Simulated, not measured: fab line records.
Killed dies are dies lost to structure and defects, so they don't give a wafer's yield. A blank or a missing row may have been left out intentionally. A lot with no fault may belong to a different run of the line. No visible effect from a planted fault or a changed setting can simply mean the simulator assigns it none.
fab line records | flow n5-finfet
record: lots: 10 wafers: 28 last-day: 17
route steps=1938 shown DUMMY_GATE@237 SPACER0@258 BEOL_M4@1111 PASSIVATION@1936
lots with no fault: from the same line, run without faults
start-h: hours from the record's first day to the start of the lot's first wafer shown | wait-h: time in hours since the lot's previous step | " the same as in the row above | L1.1+2: a row that stands for several wafers | - either no value or no given start | * or withheld: withheld | < > ~ a bound
route shown NAME@n: names a module that has steps shown in the file, with the first one's number in the route | usual: mean/standard deviation of fault-free wafers | same: alike in all rows | chamber/n: place in a boat | sites: the reading at each site | _std_site: how widely they spread, as a standard deviation | _edge_site: mean of outer sites minus mean of inner sites | radius-mm: how far each site lies from the wafer's centre | mask NAME#n: copy n | behind: the most recent tool/chamber to have shaped the wafer | hold: why the lot was held/for how many hours/how that ended | device: names the non-switching transistor (n, p or np) | end of line: the same wafers' tests at the end of the route | a step with no rows: only its recipe | killed: dies that structure and defects cost at the first sort, which is not the same as the wafer's yield | map: the dies of a wafer, with x for killed, . for not killed, _ for no die there
set.NAME: the setting as run; set.NAME@STEP: as run at that earlier step | model.NAME: the simulator's own value behind a step, which no gauge read
steps of the route over a sample of lots; a table a step, a row a wafer
services: a tool's chamber out of use, with start hour (start-h, from the record's first day; less than 0 if before it), hours out, and reason
== steps ==
step: N5_DUMMY_GATE_ETCH_37
recipe: chemistry: N2/H2 target: SOC target-depth-a: 600 overetch-a: 300 temp-c: 40 ion-energy-ev: 200 pressure-mtorr: 30 source-w: 840 bias-w: 150 n2-flow-sccm: 200 h2-flow-sccm: 200
usual: drypump-motor-current-A: 5.80/0.3 oes-product-au: 0.62/0.056 rf-vpp-V: 525.2/2.7 showerhead-plenum-p-Torr: 2.59/0.092 throttle-valve-pct: 17.80/0.24
columns lot.wafer tool chamber start-h wait-h drypump-motor-current-A oes-product-au rf-hours-counter-h rf-vpp-V showerhead-plenum-p-Torr throttle-valve-pct
L135.1 rie-diel-03 2 57.49 0.0 5.44 0.66 74 524.4 2.59 17.87
L135.3 " 1 " " 5.93 0.60 146 527.0 2.63 18.01
L135.5 " 2 " " 5.43 0.64 - 525.4 2.59 17.87
L138.1 rie-diel-05 3 77.73 0.0 6.07 0.70 31 527.9 2.70 17.77
L138.4 " 1 " " 5.74 0.74 16 526.9 2.60 17.70
L141.2 rie-diel-03 1 94.15 0.0 5.94 0.58 161 526.1 2.63 18.04
L141.4 " 3 " " 5.78 0.54 - 526.1 2.60 18.12
L142.1 rie-diel-04 0 102.04 0.0 5.87 0.60 145 527.0 2.65 17.71
L142.2 " 1 " " 5.68 0.55 225 522.5 2.52 17.63
L142.6 " 3 " " 5.55 0.61 - 519.3 2.36 17.81
L143.1 rie-diel-04 1 107.74 0.0 5.67 0.55 227 522.0 2.52 17.62
L143.2 " 0 " " 5.87 0.59 148 525.8 2.65 17.72
L143.4 " 3 " " 5.54 0.61 126 517.8 2.35 17.81
L144.1 rie-diel-04 3 116.01 0.0 5.49 0.61 129 519.2 2.35 17.82
L144.2 " 1 " " 5.67 0.55 230 523.4 2.52 17.63
L144.3 " 0 " " 5.88 0.60 151 528.2 2.64 17.72
L146.1 rie-diel-05 2 124.10 0.0 6.30 0.61 134 526.3 2.67 18.23
L146.3 " 0 " " 6.10 0.61 149 527.1 2.65 17.68
L146.5 " 3 " " 6.08 0.68 - 527.4 2.69 17.79
L148.1 rie-diel-05 0 137.43 0.0 6.11 0.60 152 528.1 2.65 17.69
L148.2 " 3 " " 6.08 0.68 51 526.9 2.69 17.79
L148.5 " 0 " " 6.07 0.60 - 526.2 2.65 17.69
L153.1 rie-diel-04 3 167.21 0.0 5.52 0.60 146 518.5 2.35 17.84
L153.5 " 2 " " 6.07 0.61 - 526.8 2.64 17.34
L153.6 " 3 " " 5.54 0.60 - 516.4 2.35 17.83
L155.3 rie-diel-05 3 178.25 0.0 6.10 0.67 63 526.7 2.69 17.81
L155.4 " 1 " " 5.76 0.70 45 524.8 2.58 17.72
L155.5 " 2 " " 6.34 0.60 - 525.8 2.66 18.26
step: N5_DUMMY_GATE_HM_OPEN_21
recipe: chemistry: CH3F/O2 target: SiNx target-depth-a: 1200 Ar_flow_sccm: 150 CH3F_flow_sccm: 30 O2_flow_sccm: 23 time-s: 171.4 pressure-mtorr: 30 source-w: 395 bias-w: 73 ion-energy-ev: 120.7
usual: drypump-motor-current-A: 5.83/0.28 oes-product-au: 0.78/0.074 rf-vpp-V: 300/5 showerhead-plenum-p-Torr: 2.05/0.088 throttle-valve-pct: 16.39/0.22
columns lot.wafer tool chamber start-h wait-h drypump-motor-current-A oes-product-au rf-hours-counter-h rf-vpp-V showerhead-plenum-p-Torr throttle-valve-pct
L135.1 rie-diel-04 3 58.27 0.0 5.54 0.78 109 298 1.87 16.32
L135.3 " 2 " " 6.10 0.80 112 308 2.12 16.05
L135.5 " 0 " " 5.84 0.77 - 301 2.12 16.42
L138.1 rie-diel-03 1 78.25 0.0 5.90 0.74 154 301 2.11 16.85
L138.4 " 1 " " 5.91 0.75 - 300 2.11 16.84
L141.2 rie-diel-04 1 94.51 0.0 5.69 0.69 222 299 1.99 16.28
L141.4 " 2 " " 6.10 0.80 124 308 2.12 16.07
L142.1 rie-diel-05 0 102.41 0.0 6.09 0.77 143 301 2.11 16.37
L142.2 " 3 " " 6.08 0.88 41 305 2.14 16.35
L142.6 " 1 " " 5.74 0.92 - 298 2.07 16.31
L143.1 rie-diel-05 3 108.39 0.0 6.08 0.88 43 304 2.14 16.37
L143.2 " 0 " " 6.08 0.78 145 302 2.11 16.39
L143.4 " 1 " " 5.75 0.92 26 295 2.07 16.31
L144.1 rie-diel-04 1 116.38 0.0 5.67 0.69 231 299 1.99 16.32
L144.2 " 3 " " 5.53 0.75 129 298 1.86 16.36
L144.3 " 0 " " 5.85 0.75 151 301 2.11 16.44
L146.1 rie-diel-04 2 124.46 0.0 6.07 0.78 134 307 2.11 16.10
L146.3 " 1 " " 5.63 0.68 233 298 1.99 16.32
L146.5 " 2 " " 6.09 0.78 - 307 2.11 16.10
L148.1 rie-diel-03 2 137.84 0.0 5.45 0.80 99 298 2.03 16.42
L148.2 " 3 " " 5.78 0.96 8 302 2.07 16.42
L148.5 " 2 " " 5.43 0.80 - 298 2.03 16.43
L153.1 rie-diel-03 3 167.58 0.0 5.78 0.92 17 303 2.07 16.42
L153.5 " 3 " " 5.79 0.92 - 302 2.07 16.45
L153.6 " 0 " " 5.19 0.95 - 288 2.07 16.19
L155.3 rie-diel-05 0 178.66 0.0 6.06 0.75 163 302 2.11 16.41
L155.4 " 2 " " 6.33 0.75 151 292 2.10 16.74
L155.5 " 2 " " 6.32 0.76 - 291 2.10 16.73
step: N5_SPACER0_ALD_07
recipe: material: SiNx target-thk-a: 20 temp-c: 400 ald-precursor-family: SiH2I2 ald-co-reactant: N2/H2-plasma pressure-torr: 2
usual: heater-power-w: 803/77
columns lot.wafer tool chamber start-h wait-h heater-power-w
L135.1 ald-sin-04 2 59.06 0.0 644
L135.3 " 3 " " 737
L135.5 " 0 " " 864
L138.1 ald-sin-04 3 79.07 0.0 728
L138.4 " 1 " " 806
L141.2 ald-sin-01 3 95.35 0.0 793
L141.4 " 1 " " 808
L142.1 ald-sin-01 2 103.17 0.0 795
L142.2 " 3 " " 785
L142.6 " 2 " " 809
L143.1 ald-sin-01 2 109.07 0.0 790
L143.2 " 0 " " 880
L143.4 " 3 " " 797
L144.1 ald-sin-01 0 117.26 0.0 886
L144.2 " 3 " " 789
L144.3 " 1 " " 806
L146.1 ald-sin-01 0 125.16 0.0 898
L146.3 " 1 " " 812
L146.5 " 1 " " 825
L148.1 ald-sin-04 2 138.54 0.0 641
L148.2 " 1 " " 793
L148.5 " 3 " " 709
L153.1 ald-sin-01 2 168.27 0.0 795
L153.5 " 3 " " 793
L153.6 " 2 " " 800
L155.3 ald-sin-01 0 179.88 0.6 882
L155.4 " 3 " " 799
L155.5 " 0 " " 909
step: N5_SPACER0_ALD_00
recipe: material: SiOCN target-thk-a: 35 temp-c: 400 ald-precursor-family: alkyl-aminosilane ald-co-reactant: O2/N2-plasma pulse-time-s: 3 purge-time-s: 2 co-reactant-purge-time-s: 2 ald-cycles: 58 pressure-torr: 2
usual: ald-cycles: 58/0 heater-power-w: 805/78 precursor-pulse-height-rel: 1.001/0.02
columns lot.wafer tool chamber start-h wait-h ald-cycles heater-power-w precursor-pulse-height-rel
L135.1 ald-sin-04 2 59.21 0.1 58 637 1.001
L135.3 " 3 " " 58 743 1.013
L135.5 " 0 " " 58 870 0.983
L138.1 ald-sin-04 3 79.22 0.1 58 751 0.976
L138.4 " 1 " " 58 797 1.016
L141.2 ald-sin-01 3 95.50 0.1 58 800 1.038
L141.4 " 1 " " 58 808 1.036
L142.1 ald-sin-01 2 103.32 0.1 58 810 0.984
L142.2 " 3 " " 58 772 0.992
L142.6 " 2 " " 58 800 1.005
L143.1 ald-sin-01 2 109.22 0.1 58 828 1.000
L143.2 " 0 " " 58 884 0.970
L143.4 " 3 " " 58 788 1.010
L144.1 ald-sin-01 0 117.42 0.1 58 889 0.986
L144.2 " 3 " " 58 794 0.975
L144.3 " 1 " " 58 818 1.023
L146.1 ald-sin-01 0 125.31 0.1 58 887 0.991
L146.3 " 1 " " 58 800 0.988
L146.5 " 1 " " 58 811 1.019
L148.1 ald-sin-04 2 138.69 0.1 58 647 0.996
L148.2 " 1 " " 58 813 0.964
L148.5 " 3 " " 58 733 1.003
L153.1 ald-sin-01 2 168.42 0.1 66 794 0.993
L153.5 " 3 " " 66 811 1.015
L153.6 " 2 " " 66 811 1.005
L155.3 ald-sin-01 0 180.03 0.1 66 862 0.992
L155.4 " 3 " " 66 803 1.020
L155.5 " 0 " " 66 890 0.997
step: N5_BEOL_M4_RC_MEAS_101
usual: DIBL_N: 35.8/1.7 DIBL_P: 35.9/1.9 IOFF_N: 0.151/0.028 IOFF_P: 0.21/0.037 ION_N: 673/12 ION_P: 463/8.3 REXT_N: 75.5/1.4 REXT_P: 100.3/2.7 SS_N: 71.4/0.59 SS_P: 73.2/0.63 VT_N: 250/3.2 VT_P: -250/3.7
columns lot.wafer tool chamber start-h wait-h DIBL_N[mV/V] DIBL_P[mV/V] IOFF_N[nA/um] IOFF_P[nA/um] ION_N[uA/um] ION_P[uA/um] REXT_N[ohm.um] REXT_P[ohm.um] SS_N[mV/dec] SS_P[mV/dec] VT_N[mV] VT_P[mV]
L135.1 prober-01 0 166.20 0.0 37.0 36.9 0.171 0.26 668 466 76.0 102.2 72.2 74.2 251 -245
L135.3 " 0 " " 37.4 37.2 0.197 0.28 688 476 77.6 102.4 71.6 74.1 245 -243
L135.5 " 0 " " 37.3 36.3 0.185 0.27 674 470 76.4 101.7 71.8 74.2 246 -243
L138.1 prober-01 0 195.53 0.0 37.4 36.9 0.171 0.26 687 472 73.6 95.0 71.9 73.9 249 -244
L138.4 " 0 " " 37.7 37.7 0.188 0.28 692 475 74.5 95.5 71.5 74.0 245 -245
L141.2 prober-01 0 216.22 0.2 34.6 37.0 0.134 0.20 662 461 75.1 104.4 70.8 73.4 250 -251
L141.4 " 0 " " 32.8 34.4 0.110 0.17 656 454 74.8 103.4 70.3 72.3 256 -253
L142.1 prober-02 0 216.35 0.0 39.0 39.7 0.211 0.26 675 462 74.2 99.4 72.1 73.9 245 -248
L142.2 " 0 " " 37.2 37.8 0.164 0.22 670 458 75.3 99.8 72.2 73.9 251 -248
L142.6 " 0 " " 37.3 37.9 0.174 0.23 668 459 74.1 100.1 71.3 73.2 247 -249
L143.1 prober-02 0 221.99 0.0 39.0 38.5 0.201 0.25 678 464 74.5 103.9 72.6 73.6 248 -244
L143.2 " 0 " " 35.2 36.1 0.139 0.20 669 460 76.4 106.0 71.8 73.6 252 -250
L143.4 " 0 " " 35.4 36.3 0.157 0.22 690 471 75.9 104.7 71.9 72.8 249 -248
L144.1 prober-01 0 232.74 0.0 35.7 36.6 0.149 0.18 683 462 73.2 99.3 70.8 72.9 251 -254
L144.2 " 0 " " 33.5 33.9 0.116 0.15 666 460 73.8 101.1 71.0 72.7 252 -259
L144.3 " 0 " " 34.9 36.0 0.136 0.17 656 449 73.3 101.0 70.9 73.7 249 -254
L146.1 prober-02 0 245.16 0.0 35.7 34.5 0.134 0.17 670 458 76.3 101.8 71.7 72.8 253 -254
L146.3 " 0 " " 38.3 37.7 0.176 0.21 673 455 77.9 103.5 71.8 73.4 247 -252
L146.5 " 0 " " 35.8 34.8 0.132 0.17 670 463 77.0 102.4 71.7 72.5 251 -255
L148.1 prober-01 0 253.85 0.0 36.9 36.0 0.167 0.20 669 456 75.0 102.4 71.9 73.1 250 -252
L148.2 " 0 " " 37.8 36.6 0.182 0.21 679 463 74.9 101.8 71.3 73.6 245 -249
L148.5 " 0 " " 36.8 35.3 0.162 0.20 684 469 74.1 100.8 71.2 72.6 248 -252
L153.1 prober-01 0 285.94 0.0 33.6 33.3 0.122 0.14 638 436 80.8 109.3 70.8 72.4 259 -259
L153.5 " 0 " " 32.9 32.9 0.109 0.14 634 436 81.1 109.3 71.3 73.6 256 -258
L153.6 " 0 " " 31.0 30.6 0.092 0.11 640 442 79.0 109.1 70.6 72.2 258 -259
L155.3 prober-01 0 321.09 0.3 33.7 33.7 0.107 0.15 642 440 83.4 105.0 70.9 72.8 258 -252
L155.4 " 0 " " 33.9 33.7 0.114 0.16 655 448 83.7 105.7 71.4 72.7 258 -257
L155.5 " 0 " " 33.8 33.8 0.113 0.16 649 445 83.0 105.0 71.7 72.7 258 -253
step: N5_PASSIVATION_PROBE_49
usual: defect-limited-yield: 91.4/1.5 killed_at_M0_to_M3: 33/9.8 killed_at_M4_up: 14/5.5 killed-at-contacts: 12/6.5 killed-at-front-end: 38/11 killed-at-other: 3/3.1 killed-dies: 101/17 killed-open: 66/13 killed-short: 32/7.5 sort_bin_5_function: 5.0/1 sort_bin_6_memory: 3.2/0.69 sort_bin_8_speed: 0.00/0.0072 sort-n-pass: 1079/17 sort-yield-pct: 91.4/1.5
same: gross-dies: 1180 killed-at-back-side: 0 sort_bin_4_leakage[%]: 0
columns lot.wafer tool chamber start-h wait-h defect-limited-yield[%] killed_at_M0_to_M3 killed_at_M4_up killed-at-contacts killed-at-front-end killed-at-other killed-dies killed-open killed-short sort_bin_5_function[%] sort_bin_6_memory[%] sort_bin_8_speed[%] sort-n-pass sort-yield-pct[%]
L142.1 prober-01 - 327.25 0.0 90.8 25 19 10 52 2 108 69 35 5.8 3.2 0 1072 90.8
L142.2 prober-01 - 327.30 0.1 91.8 35 13 11 30 8 97 60 30 5.3 2.2 0 1083 91.8
L142.6 prober-01 - 327.50 0.3 91.4 37 11 14 36 3 101 70 25 4.4 3.9 0 1079 91.4
L153.1 prober-01 - 397.13 1.3 93.3 35 8 7 27 2 79 51 26 4.2 2.2 4.15 1052 89.2
L153.5 prober-01 - 397.33 1.5 92.5 30 9 5 39 5 88 56 30 4.2 3.1 3.73 1048 88.8
L153.6 prober-01 - 397.38 1.6 91.7 40 12 6 33 7 98 56 40 4.7 3.5 1.53 1064 90.2
L155.3 prober-02 - 417.67 0.1 89.7 34 11 21 38 17 121 74 40 4.9 4.4 1.19 1045 88.6
L155.4 prober-02 - 417.72 0.2 92.9 36 9 5 29 5 84 49 33 4.5 2.4 0 1096 92.9
L155.5 prober-02 - 417.77 0.2 91.0 40 15 18 29 4 106 70 35 5.8 2.9 0 1074 91.0
killed by level:class
L142.1 STI_FIN_REVEAL:geometric-particle:open=13 FIN_SAQP:geometric-particle:open=11 MOL_CONTACT_COAG:geometric-particle:open=7 BEOL_M1:geometric-particle:open=7 FIN_SAQP:geometric-particle:short=5 BEOL_M0_SAQP:geometric-particle:short=5 BEOL_M4:geometric-particle:open=5 STI_FIN_REVEAL:geometric-particle:short=4
L142.2 BEOL_M1:geometric-particle:open=9 MOL_CONTACT_COAG:geometric-particle:open=8 BEOL_M2:geometric-particle:open=7 FIN_SAQP:geometric-particle:open=6 BEOL_M3:geometric-particle:open=6 STI_FIN_REVEAL:geometric-particle:open=5 BEOL_M2:geometric-particle:short=5 BEOL_M0_SAQP:geometric-particle:short=4
L142.6 MOL_CONTACT_COAG:geometric-particle:open=11 STI_FIN_REVEAL:geometric-particle:open=10 FIN_SAQP:geometric-particle:open=8 BEOL_M0_SAQP:geometric-particle:short=8 BEOL_M2:geometric-particle:open=8 BEOL_M1:geometric-particle:open=6 BEOL_M3:geometric-particle:open=6 DUMMY_GATE:geometric-particle:open=5
L153.1 BEOL_M0_SAQP:geometric-particle:open=9 BEOL_M0_SAQP:geometric-particle:short=9 STI_FIN_REVEAL:geometric-particle:open=6 BEOL_M2:geometric-particle:open=6 FIN_SAQP:geometric-particle:open=5 GATE_CUT:geometric-particle:short=4 MOL_CONTACT_COAG:geometric-particle:short=4 BEOL_M5:geometric-particle:open=4
L153.5 STI_FIN_REVEAL:geometric-particle:open=12 BEOL_M0_SAQP:geometric-particle:short=8 BEOL_M0_SAQP:geometric-particle:open=8 FIN_SAQP:geometric-particle:short=7 FIN_SAQP:geometric-particle:open=4 BEOL_M2:geometric-particle:open=4 MOL_CONTACT_COAG:geometric-particle:open=4 GATE_CUT:geometric-particle:short=3
L153.6 BEOL_M3:geometric-particle:open=12 FIN_SAQP:geometric-particle:short=10 BEOL_M2:geometric-particle:open=7 STI_FIN_REVEAL:geometric-particle:open=6 BEOL_M0_SAQP:geometric-particle:short=6 BEOL_M1:geometric-particle:open=6 PAD_METAL:geometric-particle:short=5 ILD0:geometric-particle:short=3
L155.3 MOL_CONTACT_COAG:geometric-particle:open=18 BEOL_M3:geometric-particle:open=9 PASS1_CAP:geometric-particle:short=8 DUMMY_GATE:geometric-particle:open=7 BEOL_M0_SAQP:geometric-particle:short=7 BEOL_M0_SAQP:geometric-particle:open=6 HKMG_FIN:area-etch=6 FIN_SAQP:geometric-particle:open=5
L155.4 BEOL_M0_SAQP:geometric-particle:open=8 BEOL_M2:geometric-particle:open=7 BEOL_M0_SAQP:geometric-particle:short=6 MOL_CONTACT_COAG:geometric-particle:open=5 STARTING-WAFER:geometric-particle:open=5 DUMMY_GATE:geometric-particle:short=4 STARTING-WAFER:geometric-particle:short=4 STI_FIN_REVEAL:geometric-particle:open=3
L155.5 MOL_CONTACT_COAG:geometric-particle:open=15 BEOL_M3:geometric-particle:open=11 BEOL_M0_SAQP:geometric-particle:short=8 BEOL_M5:geometric-particle:open=7 STI_FIN_REVEAL:geometric-particle:open=5 BEOL_M0_SAQP:geometric-particle:open=5 BEOL_M2:geometric-particle:open=5 DUMMY_GATE:geometric-particle:open=4
== services ==
columns tool chamber start-h hours kind
rie-diel-03 2 38.54 8.4 repair
rie-diel-05 - 43.75 14.6 pm
rie-diel-03 - 46.51 2.8 pm
rie-diel-03 0 68.69 27.3 repair
ald-sin-01 3 78.59 10.8 repair
rie-diel-05 0 92.10 4.1 repair
rie-diel-03 3 95.99 - clean
rie-diel-03 3 95.99 - consumable-replace:focus-ring
rie-diel-03 3 95.99 22.8 scheduled-down
rie-diel-03 3 95.99 22.8 vent-cycle
rie-diel-03 0 99.83 13.6 repair
ald-sin-04 2 105.94 1.3 repair
rie-diel-03 0 118.83 - clean
rie-diel-03 0 118.83 - consumable-replace:focus-ring
rie-diel-03 0 118.83 19.6 scheduled-down
rie-diel-03 0 118.83 19.6 vent-cycle
rie-diel-05 - 127.03 0.2 repair
ald-sin-01 3 153.20 4.7 repair
ald-sin-04 - 159.72 0.6 repair
rie-diel-05 1 162.56 1.5 repair
== key ==
first-sign: step: N5_SPACER0_ALD_00 reading: ald-cycles direction: up sigmas: 99+ usual: * struck: *
effect: step: N5_BEOL_M4_RC_MEAS_101 reading: REXT_N direction: up sigmas: 4.7 usual: 75.5 struck: 81.8
effect: step: N5_BEOL_M4_RC_MEAS_101 reading: REXT_P direction: up sigmas: 2.6 usual: 100.3 struck: 107.2
effect: step: N5_BEOL_M4_RC_MEAS_101 reading: ION_N direction: down sigmas: 2.5 usual: 673 struck: 643
effect: step: N5_BEOL_M4_RC_MEAS_101 reading: VT_N direction: up sigmas: 2.3 usual: 250 struck: 258
effect: step: N5_BEOL_M4_RC_MEAS_101 reading: IOFF_P direction: down sigmas: 1.7 usual: 0.21 struck: 0.14
effect: step: N5_BEOL_M4_RC_MEAS_101 reading: VT_P direction: down sigmas: 1.6 usual: -250 struck: -256
effect: step: N5_BEOL_M4_RC_MEAS_101 reading: DIBL_P direction: down sigmas: 1.6 usual: 35.9 struck: 33.0
effect: step: N5_BEOL_M4_RC_MEAS_101 reading: DIBL_N direction: down sigmas: 1.5 usual: 35.8 struck: 33.2
effect: step: N5_BEOL_M4_RC_MEAS_101 reading: IOFF_N direction: down sigmas: 1.5 usual: 0.151 struck: 0.110
effect: step: N5_PASSIVATION_PROBE_49 reading: sort_bin_8_speed direction: up sigmas: 21 usual: 0.00 struck: 1.77 wafers-moved: 4
met-at N5_SPACER0_ALD_00
struck-lots L153,L155
not-acting-at N5_DUMMY_GATE_ETCH_37,N5_DUMMY_GATE_HM_OPEN_21,N5_SPACER0_ALD_07
onset-between 125.31 168.42
fault: kind: process-parameter-drift tool: ald-sin-01 chamber: - onset-h: 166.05 steps: N5_SPACER0_ALD_00 channel: ald-cycles offset: * shape: step end-h: 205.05 acts-in: * stated: *
